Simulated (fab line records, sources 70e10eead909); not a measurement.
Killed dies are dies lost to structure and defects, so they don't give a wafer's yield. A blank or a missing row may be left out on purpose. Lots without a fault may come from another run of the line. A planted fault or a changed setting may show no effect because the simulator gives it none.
Which tool did it? | flow nand_harc | 22 lots, 66 wafers sampled, at 6 steps of a route of 1302

WHAT THE GAUGES READ, wafer by wafer
NHARC_P_GATE_CD_MEAS_46: target cd 720 nm. Usual: cd_nm 719.9 nm, standard deviation 1.6.
lot  | measured     | on        | cd_nm (nm)        | flag
L074 | day 5 13:50  | cd_sem-01 | 721.1 718.8 721.6 |
L075 | day 5 20:50  | cd_sem-03 | 721.2 718.9 718.8 |
L076 | day 6 06:01  | cd_sem-01 | 719.7 720.3 717.7 |
L077 | day 6 19:43  | cd_sem-01 | 718.7 716.9 720.2 |
L078 | day 7 03:16  | cd_sem-03 | 719.9 719.5 719.8 |
L079 | day 7 18:10  | cd_sem-01 | 718.2 719.7 721.1 |
L080 | day 8 03:38  | cd_sem-03 | 719.2 719.8 725.3 |
L081 | day 8 07:59  | cd_sem-01 | 719.0 721.4 720.6 |
L082 | day 9 07:43  | cd_sem-01 | 721.3 720.0 722.0 |
L083 | day 9 11:36  | cd_sem-02 | 719.3 719.4 719.2 |
L084 | day 9 20:01  | cd_sem-02 | 717.5 716.1 718.7 |
L085 | day 10 00:22 | cd_sem-01 | 718.3 720.5 719.9 |
L087 | day 11 12:25 | cd_sem-03 | 720.3 721.4 721.8 |
L088 | day 11 13:20 | cd_sem-03 | 718.7 718.7 718.8 |
L089 | day 11 13:01 | cd_sem-02 | 720.3 721.4 725.2 |
L090 | day 12 05:45 | cd_sem-01 | 721.1 724.0 721.9 |
L091 | day 12 14:36 | cd_sem-03 | 720.1 717.9 719.4 |
L092 | day 13 10:19 | cd_sem-02 | 718.7 719.3 718.1 |
L093 | day 13 13:45 | cd_sem-02 | 721.0 722.3 721.1 |
L094 | day 13 19:52 | cd_sem-01 | 719.7 721.0 721.5 |
L095 | day 14 12:37 | cd_sem-03 | 721.6 722.8 720.1 |
L097 | day 15 04:59 | cd_sem-01 | 720.4 720.4 719.0 |

NHARC_P_M0_INSPECT_11. Usual: raw_defect_count 5, standard deviation 3.1.
lot  | measured     | on                | raw_defect_count | flag
L074 | day 6 02:41  | defect_inspect-01 | 8 4 4            |
L075 | day 6 09:20  | defect_inspect-02 | 9 5 4            |
L076 | day 6 18:28  | defect_inspect-02 | 1 6 11           |
L077 | day 7 08:01  | defect_inspect-02 | 4 2 4            |
L078 | day 7 15:56  | defect_inspect-01 | 6 5 7            |
L079 | day 8 06:47  | defect_inspect-01 | 5 4 2            |
L080 | day 8 16:11  | defect_inspect-02 | 5 7 1            |
L081 | day 8 20:42  | defect_inspect-02 | 3 3 3            |
L082 | day 9 20:03  | defect_inspect-01 | 4 10 4           |
L083 | day 10 00:05 | defect_inspect-01 | 3 7 4            |
L084 | day 10 08:32 | defect_inspect-02 | 5 4 0            |
L085 | day 10 13:01 | defect_inspect-01 | 3 1 2            |
L087 | day 12 02:11 | defect_inspect-01 | 5 6 10           |
L088 | day 12 03:17 | defect_inspect-01 | 4 7 1            |
L089 | day 12 02:26 | defect_inspect-01 | 7 3 1            |
L090 | day 12 17:59 | defect_inspect-02 | 13 13 5          |
L091 | day 13 02:54 | defect_inspect-01 | 3 4 2            |
L092 | day 13 22:31 | defect_inspect-01 | 9 15 14          |
L093 | day 14 02:04 | defect_inspect-02 | 5 4 5            |
L094 | day 14 08:09 | defect_inspect-02 | 3 9 3            |
L095 | day 15 01:36 | defect_inspect-01 | 4 5 8            |
L097 | day 15 17:19 | defect_inspect-01 | 5 2 3            |

WHICH TOOL RAN EACH LOT (tool, then ch and the chambers of the sampled wafers, then the start)
lot  | NHARC_P_ZERO_WELL_ETCH_65          | NHARC_P_ZERO_WELL_ETCH_63        | NHARC_P_GATE_DESCUM_48             | NHARC_P_GATE_DESCUM_61
L074 | rie_diel-01 ch 0,3, day 1 21:29    | rie_si-06 ch 0,3, day 1 21:40    | rie_diel-10 ch 0,1,2, day 5 14:00  | rie_diel-06 ch 0,2,3, day 5 15:49
L075 | rie_diel-05 ch 1,2,3, day 2 07:29  | rie_si-05 ch 1,3, day 2 07:41    | rie_diel-10 ch 1,2, day 5 21:00    | rie_diel-06 ch 0,3, day 5 22:38
L076 | rie_diel-05 ch 1,3, day 2 17:29    | rie_si-06 ch 0,2, day 2 17:40    | rie_diel-10 ch 1,3, day 6 06:11    | rie_diel-10 ch 2,3, day 6 07:59
L077 | rie_diel-05 ch 0,1,3, day 3 03:22  | rie_si-06 ch 0,2,3, day 3 03:33  | rie_diel-03 ch 0,2,3, day 6 19:52  | rie_diel-06 ch 0,1,2, day 6 21:32
L078 | rie_diel-04 ch 0,1,3, day 3 13:30  | rie_si-06 ch 0,1,3, day 3 13:42  | rie_diel-10 ch 0,1,2, day 7 03:25  | rie_diel-10 ch 0,1,2, day 7 05:14
L079 | rie_diel-04 ch 1,2,3, day 4 00:15  | rie_si-05 ch 1,2,3, day 4 00:30  | rie_diel-06 ch 0,1,2, day 7 18:20  | rie_diel-10 ch 0,2,3, day 7 20:04
L080 | rie_diel-04 ch 0,2, day 4 09:22    | rie_si-06 ch 1,2, day 4 09:32    | rie_diel-06 ch 2,3, day 8 03:48    | rie_diel-03 ch 0,1,3, day 8 05:35
L081 | rie_diel-01 ch 0,1,3, day 4 19:32  | rie_si-06 ch 1,2,3, day 4 19:43  | rie_diel-10 ch 2,3, day 8 08:08    | rie_diel-03 ch 2,3, day 8 09:55
L082 | rie_diel-01 ch 0,1,3, day 5 07:53  | rie_si-06 ch 1,3, day 5 08:06    | rie_diel-06 ch 0,1,2, day 9 07:54  | rie_diel-10 ch 1,3, day 9 09:38
L083 | rie_diel-05 ch 1,2, day 5 15:32    | rie_si-06 ch 2,3, day 5 15:43    | rie_diel-06 ch 1,2,3, day 9 11:47  | rie_diel-06 ch 1,3, day 9 13:25
L084 | rie_diel-01 ch 0,3, day 6 01:29    | rie_si-05 ch 0,2,3, day 6 01:39  | rie_diel-10 ch 0,2,3, day 9 20:11  | rie_diel-06 ch 2,3, day 9 21:56
L085 | rie_diel-04 ch 0,1,3, day 6 11:32  | rie_si-06 ch 0,3, day 6 11:41    | rie_diel-10 ch 1,2,3, day 10 00:34 | rie_diel-10 ch 1,2,3, day 10 02:16
L087 | rie_diel-01 ch 0,1,2, day 7 07:52  | rie_si-01 ch 0,2,3, day 7 08:01  | rie_diel-10 ch 1,2,3, day 11 12:35 | rie_diel-03 ch 0,1,2, day 11 14:22
L088 | rie_diel-01 ch 0,1,3, day 7 17:29  | rie_si-01 ch 0,1,3, day 7 17:41  | rie_diel-10 ch 0,1,3, day 11 13:29 | rie_diel-06 ch 1,2,3, day 11 15:21
L089 | rie_diel-05 ch 1,2, day 8 03:23    | rie_si-05 ch 1,2, day 8 03:35    | rie_diel-03 ch 0,1,3, day 11 13:13 | rie_diel-03 ch 1,2,3, day 11 15:01
L090 | rie_diel-01 ch 0,2,3, day 8 13:38  | rie_si-06 ch 2,3, day 8 13:50    | rie_diel-03 ch 1,2,3, day 12 05:56 | rie_diel-10 ch 0,2, day 12 07:41
L091 | rie_diel-01 ch 1,2, day 8 23:25    | rie_si-06 ch 0,2,3, day 8 23:37  | rie_diel-03 ch 0,2, day 12 14:46   | rie_diel-03 ch 1,2,3, day 12 16:31
L092 | rie_diel-04 ch 1,2, day 9 11:19    | rie_si-01 ch 0,2, day 9 11:32    | rie_diel-03 ch 0,2, day 13 10:29   | rie_diel-10 ch 1,2, day 13 12:08
L093 | rie_diel-04 ch 0,2,3, day 9 19:30  | rie_si-05 ch 1,2,3, day 9 19:42  | rie_diel-03 ch 2,3, day 13 13:55   | rie_diel-03 ch 0,2,3, day 13 15:41
L094 | rie_diel-01 ch 0,1,3, day 10 05:31 | rie_si-06 ch 1,2,3, day 10 05:43 | rie_diel-03 ch 0,1,3, day 13 20:04 | rie_diel-10 ch 0,1,3, day 13 21:41
L095 | rie_diel-04 ch 1,2, day 10 15:41   | rie_si-01 ch 0,1,3, day 10 15:54 | rie_diel-10 ch 0,1,2, day 14 12:47 | rie_diel-03 ch 1,2, day 14 14:31
L097 | rie_diel-04 ch 0,1,3, day 11 11:29 | rie_si-05 ch 0,1,3, day 11 11:40 | rie_diel-03 ch 0,1,2, day 15 05:08 | rie_diel-10 ch 0,1,3, day 15 06:49
- NHARC_P_ZERO_WELL_ETCH_65: etches the open film in N2/H2, target depth 80 nm, overetch 24 nm, time 87.88 s.
- NHARC_P_ZERO_WELL_ETCH_63: etches the open film in HBr/Cl2, target depth 120 nm, time 40.1 s.
- NHARC_P_GATE_DESCUM_48: chemistry O2, time 3 s.
- NHARC_P_GATE_DESCUM_61: chemistry O2, time 3 s.

WHAT THE TOOLS THEMSELVES READ (means of the sampled wafers that have a number; where no wafer has one, the mark that the record gives instead)
NHARC_P_ZERO_WELL_ETCH_65. Usual: chamber_pressure_mTorr 29.99 mTorr, standard deviation 0.031; drypump_motor_current_A 5.9 A, standard deviation 0.54; oes_product_au 1.004 a.u., standard deviation 0.01; rf_vpp_V 429.9 V, standard deviation 2.3; showerhead_plenum_p_Torr 2.01 Torr, standard deviation 0.07; throttle_valve_pct 14.171 %, standard deviation 0.0085.
lot  | tool        | chamber_pressure_mTorr (mTorr) | drypump_motor_current_A (A) | oes_product_au (a.u.) | rf_vpp_V (V) | showerhead_plenum_p_Torr (Torr) | throttle_valve_pct (%) | flag
L074 | rie_diel-01 | 29.98                          | 6.6                         | 1.000                 | 428.4        | 1.98                            | 14.171                 |
L075 | rie_diel-05 | 29.97                          | 5.3                         | 1.002                 | 431.4        | 2.07                            | 14.179                 |
L076 | rie_diel-05 | 29.99                          | 5.2                         | 0.996                 | 433.1        | 2.14                            | 14.174                 |
L077 | rie_diel-05 | 30.01                          | 5.3                         | 0.991                 | 432.1        | 2.08                            | 14.174                 |
L078 | rie_diel-04 | 29.99                          | 5.9                         | 1.006                 | 428.7        | 1.99                            | 14.172                 |
L079 | rie_diel-04 | 29.99                          | 5.8                         | 0.994                 | 429.8        | 2.02                            | 14.180                 |
L080 | rie_diel-04 | 29.98                          | 5.4                         | 1.000                 | 431.7        | 2.07                            | 14.171                 |
L081 | rie_diel-01 | 29.97                          | 6.4                         | 1.015                 | 429.6        | 2.01                            | 14.166                 |
L082 | rie_diel-01 | 29.99                          | 6.4                         | 1.011                 | 430.5        | 2.01                            | 14.171                 |
L083 | rie_diel-05 | 29.98                          | 5.4                         | 1.012                 | 428.8        | 1.99                            | 14.169                 |
L084 | rie_diel-01 | 30.01                          | 6.4                         | 0.998                 | 429.7        | 2.01                            | 14.173                 |
L085 | rie_diel-04 | 30.01                          | 5.9                         | 1.011                 | 429.1        | 1.99                            | 14.172                 |
L087 | rie_diel-01 | 29.99                          | 6.3                         | 1.015                 | 430.2        | 2.01                            | 14.160                 |
L088 | rie_diel-01 | 29.99                          | 6.4                         | 1.007                 | 428.9        | 2.01                            | 14.175                 |
L089 | rie_diel-05 | 29.98                          | 5.2                         | 1.008                 | 430.7        | 2.05                            | 14.176                 |
L090 | rie_diel-01 | 30.02                          | 6.4                         | 1.009                 | 429.0        | 2.00                            | 14.175                 |
L091 | rie_diel-01 | 30.01                          | 6.2                         | 1.013                 | 431.3        | 2.03                            | 14.164                 |
L092 | rie_diel-04 | 30.01                          | 5.3                         | 1.011                 | 431.3        | 2.07                            | 14.179                 |
L093 | rie_diel-04 | 29.99                          | 5.7                         | 0.996                 | 429.7        | 2.01                            | 14.166                 |
L094 | rie_diel-01 | 29.97                          | 6.4                         | 0.996                 | 429.1        | 2.00                            | 14.173                 |
L095 | rie_diel-04 | 29.97                          | 5.5                         | 1.013                 | 431.2        | 2.03                            | 14.166                 |
L097 | rie_diel-04 | 29.96                          | 5.9                         | 1.002                 | 429.0        | 1.97                            | 14.168                 |

NHARC_P_ZERO_WELL_ETCH_63. Usual: chamber_pressure_mTorr 15.001 mTorr, standard deviation 0.015; drypump_motor_current_A 5.8 A, standard deviation 0.52; he_backside_leak_sccm 2.76 sccm, standard deviation 0.29; oes_product_au 0.998 a.u., standard deviation 0.011; throttle_valve_pct 26.406 %, standard deviation 0.0094.
lot  | tool      | chamber_pressure_mTorr (mTorr) | drypump_motor_current_A (A) | he_backside_leak_sccm (sccm) | oes_product_au (a.u.) | throttle_valve_pct (%) | flag
L074 | rie_si-06 | 14.993                         | 6.1                         | 2.70                         | 0.995                 | 26.410                 |
L075 | rie_si-05 | 14.989                         | 6.0                         | 2.87                         | 1.012                 | 26.405                 |
L076 | rie_si-06 | 15.004                         | 5.8                         | 2.76                         | 0.989                 | 26.410                 |
L077 | rie_si-06 | 15.008                         | 6.0                         | 2.64                         | 0.998                 | 26.400                 |
L078 | rie_si-06 | 15.010                         | 5.7                         | 2.57                         | 0.996                 | 26.405                 |
L079 | rie_si-05 | 15.010                         | 5.9                         | 2.81                         | 1.009                 | 26.423                 |
L080 | rie_si-06 | 15.006                         | 5.1                         | 2.71                         | 0.999                 | 26.406                 |
L081 | rie_si-06 | 14.993                         | 5.6                         | 2.80                         | 0.989                 | 26.402                 |
L082 | rie_si-06 | 14.984                         | 5.8                         | 2.76                         | 0.995                 | 26.409                 |
L083 | rie_si-06 | 15.000                         | 6.1                         | 2.87                         | 0.992                 | 26.410                 |
L084 | rie_si-05 | 15.007                         | 5.4                         | 2.86                         | 1.003                 | 26.396                 |
L085 | rie_si-06 | 14.999                         | 6.2                         | 2.69                         | 0.990                 | 26.405                 |
L087 | rie_si-01 | 15.007                         | 6.0                         | 2.65                         | 1.013                 | 26.409                 |
L088 | rie_si-01 | 15.017                         | 6.0                         | 2.74                         | 0.999                 | 26.409                 |
L089 | rie_si-05 | 15.006                         | 5.9                         | 2.74                         | 1.004                 | 26.396                 |
L090 | rie_si-06 | 14.998                         | 6.1                         | 2.84                         | 0.998                 | 26.405                 |
L091 | rie_si-06 | 15.008                         | 6.0                         | 2.72                         | 1.002                 | 26.407                 |
L092 | rie_si-01 | 14.994                         | 5.9                         | 2.69                         | 0.997                 | 26.401                 |
L093 | rie_si-05 | 15.007                         | 5.9                         | 2.78                         | 1.008                 | 26.403                 |
L094 | rie_si-06 | 15.002                         | 5.6                         | 2.71                         | 0.995                 | 26.398                 |
L095 | rie_si-01 | 14.997                         | 6.0                         | 2.74                         | 0.997                 | 26.402                 |
L097 | rie_si-05 | 15.014                         | 5.9                         | 2.56                         | 1.004                 | 26.397                 |

NHARC_P_GATE_DESCUM_48. Usual: chamber_pressure_mTorr 60.00 mTorr, standard deviation 0.054; drypump_motor_current_A 5.8 A, standard deviation 0.34; oes_product_au 0.997 a.u., standard deviation 0.0097; rf_vpp_V 57.6 V, standard deviation 0.77; showerhead_plenum_p_Torr 1.89 Torr, standard deviation 0.093; throttle_valve_pct 11.311 %, standard deviation 0.0083.
lot  | tool        | chamber_pressure_mTorr (mTorr) | drypump_motor_current_A (A) | oes_product_au (a.u.) | rf_vpp_V (V) | showerhead_plenum_p_Torr (Torr) | throttle_valve_pct (%) | flag
L074 | rie_diel-10 | 60.01                          | 6.0                         | 1.009                 | 58.0         | 1.88                            | 11.313                 |
L075 | rie_diel-10 | 59.92                          | 5.9                         | 1.006                 | 57.4         | 1.84                            | 11.308                 |
L076 | rie_diel-10 | 59.94                          | 6.0                         | 1.004                 | 57.7         | 1.91                            | 11.314                 |
L077 | rie_diel-03 | 59.97                          | 5.6                         | 0.999                 | 57.1         | 1.81                            | 11.315                 |
L078 | rie_diel-10 | 59.96                          | 6.0                         | 1.007                 | 57.3         | 1.88                            | 11.310                 |
L079 | rie_diel-06 | 59.99                          | 5.6                         | 0.988                 | 57.1         | 1.97                            | 11.318                 |
L080 | rie_diel-06 | 60.01                          | 5.5                         | 0.987                 | 58.3         | 1.95                            | 11.319                 |
L081 | rie_diel-10 | 60.00                          | 5.8                         | 0.991                 | 58.0         | 1.94                            | 11.312                 |
L082 | rie_diel-06 | 59.97                          | 5.5                         | 0.999                 | 57.8         | 1.97                            | 11.313                 |
L083 | rie_diel-06 | 59.98                          | 5.6                         | 0.988                 | 57.5         | 1.96                            | 11.313                 |
L084 | rie_diel-10 | 59.98                          | 6.0                         | 0.999                 | 57.8         | 1.93                            | 11.307                 |
L085 | rie_diel-10 | 60.00                          | 5.9                         | 1.002                 | 57.7         | 1.89                            | 11.316                 |
L087 | rie_diel-10 | 60.02                          | 5.9                         | 1.002                 | 57.4         | 1.89                            | 11.313                 |
L088 | rie_diel-10 | 60.00                          | 6.1                         | 1.003                 | 59.0         | 1.95                            | 11.313                 |
L089 | rie_diel-03 | 60.03                          | 5.7                         | 0.989                 | 58.2         | 1.85                            | 11.303                 |
L090 | rie_diel-03 | 60.02                          | 5.8                         | 0.998                 | 57.8         | 1.87                            | 11.308                 |
L091 | rie_diel-03 | 60.00                          | 5.3                         | 0.992                 | 57.5         | 1.80                            | 11.309                 |
L092 | rie_diel-03 | 59.97                          | 5.4                         | 1.003                 | 56.7         | 1.80                            | 11.316                 |
L093 | rie_diel-03 | 60.04                          | 5.7                         | 0.996                 | 57.6         | 1.80                            | 11.305                 |
L094 | rie_diel-03 | 60.03                          | 5.7                         | 0.993                 | 57.7         | 1.85                            | 11.311                 |
L095 | rie_diel-10 | 60.01                          | 6.0                         | 1.000                 | 57.4         | 1.88                            | 11.310                 |
L097 | rie_diel-03 | 60.03                          | 5.6                         | 0.998                 | 57.6         | 1.87                            | 11.306                 |

NHARC_P_GATE_DESCUM_61. Usual: chamber_pressure_mTorr 60.00 mTorr, standard deviation 0.054; drypump_motor_current_A 5.7 A, standard deviation 0.33; oes_product_au 0.999 a.u., standard deviation 0.01; rf_vpp_V 57.7 V, standard deviation 0.93; showerhead_plenum_p_Torr 1.90 Torr, standard deviation 0.091; throttle_valve_pct 11.311 %, standard deviation 0.0088.
lot  | tool        | chamber_pressure_mTorr (mTorr) | drypump_motor_current_A (A) | oes_product_au (a.u.) | rf_vpp_V (V) | showerhead_plenum_p_Torr (Torr) | throttle_valve_pct (%) | flag
L074 | rie_diel-06 | 60.04                          | 5.5                         | 0.983                 | 58.5         | 1.96                            | 11.310                 |
L075 | rie_diel-06 | 59.98                          | 5.3                         | 0.989                 | 58.0         | 1.98                            | 11.311                 |
L076 | rie_diel-10 | 59.94                          | 5.8                         | 1.002                 | 57.8         | 1.87                            | 11.305                 |
L077 | rie_diel-06 | 60.01                          | 5.5                         | 1.000                 | 58.0         | 1.97                            | 11.310                 |
L078 | rie_diel-10 | 59.94                          | 6.0                         | 1.009                 | 58.2         | 1.88                            | 11.309                 |
L079 | rie_diel-10 | 60.04                          | 6.0                         | 1.008                 | 58.6         | 1.93                            | 11.310                 |
L080 | rie_diel-03 | 59.97                          | 5.7                         | 0.995                 | 58.1         | 1.85                            | 11.312                 |
L081 | rie_diel-03 | 59.95                          | 5.7                         | 1.013                 | 57.3         | 1.81                            | 11.308                 |
L082 | rie_diel-10 | 60.04                          | 6.0                         | 1.003                 | 58.1         | 1.91                            | 11.314                 |
L083 | rie_diel-06 | 59.96                          | 5.5                         | 0.993                 | 58.1         | 2.00                            | 11.313                 |
L084 | rie_diel-06 | 60.00                          | 5.7                         | 0.993                 | 58.7         | 1.93                            | 11.314                 |
L085 | rie_diel-10 | 60.04                          | 5.9                         | 1.004                 | 57.7         | 1.89                            | 11.316                 |
L087 | rie_diel-03 | 60.05                          | 5.6                         | 1.000                 | 57.4         | 1.87                            | 11.300                 |
L088 | rie_diel-06 | 60.02                          | 5.6                         | 0.994                 | 57.9         | 1.96                            | 11.311                 |
L089 | rie_diel-03 | 60.01                          | 5.9                         | 1.000                 | 57.0         | 1.87                            | 11.310                 |
L090 | rie_diel-10 | 60.02                          | 6.2                         | 1.005                 | 58.3         | 1.92                            | 11.308                 |
L091 | rie_diel-03 | 59.98                          | 5.8                         | 0.997                 | 56.7         | 1.87                            | 11.314                 |
L092 | rie_diel-10 | 59.96                          | 5.8                         | 1.002                 | 56.9         | 1.81                            | 11.318                 |
L093 | rie_diel-03 | 60.00                          | 5.5                         | 1.002                 | 57.3         | 1.80                            | 11.314                 |
L094 | rie_diel-10 | 59.95                          | 6.1                         | 1.002                 | 58.5         | 1.95                            | 11.315                 |
L095 | rie_diel-03 | 59.96                          | 5.9                         | 0.986                 | 57.1         | 1.94                            | 11.314                 |
L097 | rie_diel-10 | 60.05                          | 6.1                         | 1.001                 | 58.1         | 1.95                            | 11.316                 |

THE ANSWER, worked out from the rows above alone
Rule: a lot is off if the mean of its wafers that have a number lies more than 3 standard deviations from the usual mean. A lot without any number at a reading at which 4 lots or more have one is off too. The other lots that the step has rows for count as sound. The gauges are gone through in route order, then the tools' own readings, and for those a lot's mean is taken as printed above. The first step at which some lot is off is used, and at that step the reading that is off furthest; a lot without a number counts as furthest.
No lot is off at any reading shown: from this, nothing can be told.

WHAT THE SIMULATOR HAD PUT IN
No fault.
